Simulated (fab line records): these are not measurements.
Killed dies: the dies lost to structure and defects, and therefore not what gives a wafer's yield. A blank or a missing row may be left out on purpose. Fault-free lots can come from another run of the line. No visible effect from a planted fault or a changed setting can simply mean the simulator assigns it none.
Matching of chambers | flow nand_harc | cmp-01 running NHARC_A_STAIRCASE_CMP_450: 4 sister chambers
The step polishes SiO2, target thk 200 nm. 20 wafers are shown with their chamber, then 10 later ones without.

== WAFERS WITH THEIR CHAMBER ==
wafer  | chamber | motor_current_A (A) | slurry_filter_dp_kPa (kPa)
L076.2 | 0       | 11.4                | 13.49
L076.4 | 2       | 9.4                 | 13.81
L076.5 | 1       | 13.3                | 13.13
L080.2 | 0       | 11.1                | 13.52
L080.5 | 2       | 9.3                 | 13.54
L080.6 | 1       | 12.9                | 13.73
L081.3 | 1       | 13.5                | 13.67
L081.4 | 3       | 13.2                | 13.37
L081.5 | 1       | 13.1                | 13.41
L085.3 | 1       | 13.4                | 13.86
L085.5 | 0       | 10.9                | 13.42
L085.6 | 1       | 12.8                | 13.63
L086.1 | 3       | 12.5                | 13.36
L086.3 | 1       | 13.1                | 13.52
L086.6 | 1       | 13.3                | 13.38
L090.2 | 2       | 9.3                 | 13.39
L090.4 | 0       | 11.5                | 13.53
L090.6 | 2       | 9.5                 | 13.44
L091.2 | 1       | 13.6                | 13.49
L091.4 | 2       | 9.6                 | 13.58

SIGNATURES (averages over the wafers above)
reading              | chamber 0 | chamber 1 | chamber 2 | chamber 3 | scatter within a chamber
motor_current_A      | 11.225    | 13.222    | 9.420     | 12.850    | 0.264
slurry_filter_dp_kPa | 13.4900   | 13.5356   | 13.5520   | 13.3650   | 0.175
Rule: distance of a wafer from a chamber = root of the sum over the readings of ((wafer's reading minus chamber's mean) / reading's scatter) squared. The wafer belongs to the nearest chamber; if the next one is less than 2 further off, it can't be placed. The scatter: the root of (the sum of the squares of (reading less its chamber's mean) over the shown wafers, divided by (wafers less chambers)).

== WAFERS MISSING THEIR CHAMBER ==
wafer  | motor_current_A (A) | slurry_filter_dp_kPa (kPa)
L091.6 | 13.0                | 13.50
L093.1 | 11.2                | 13.63
L093.2 | 13.4                | 13.55
L093.6 | 10.8                | 13.55
L096.2 | 13.1                | 13.64
L096.5 | 14.0                | 13.61
L096.6 | 9.5                 | 13.78
L095.2 | 10.0                | 13.67
L095.3 | 13.1                | 13.39
L095.6 | 12.8                | 13.50

== WHICH CHAMBER EACH ONE RAN IN ==
wafer  | from the rows above     | in truth
L091.6 | can't be placed: 1 or 3 | 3
L093.1 | 0                       | 0
L093.2 | can't be placed: 1 or 3 | 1
L093.6 | 0                       | 0
L096.2 | can't be placed: 1 or 3 | 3
L096.5 | can't be placed: 1 or 3 | 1
L096.6 | 2                       | 2
L095.2 | 2                       | 2
L095.3 | can't be placed: 1 or 3 | 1
L095.6 | can't be placed: 3 or 1 | 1
Placed correctly: 4 of 10. From these rows, 6 cannot be placed; in 6 the true chamber is one of the candidates. Placed wrongly: 0.
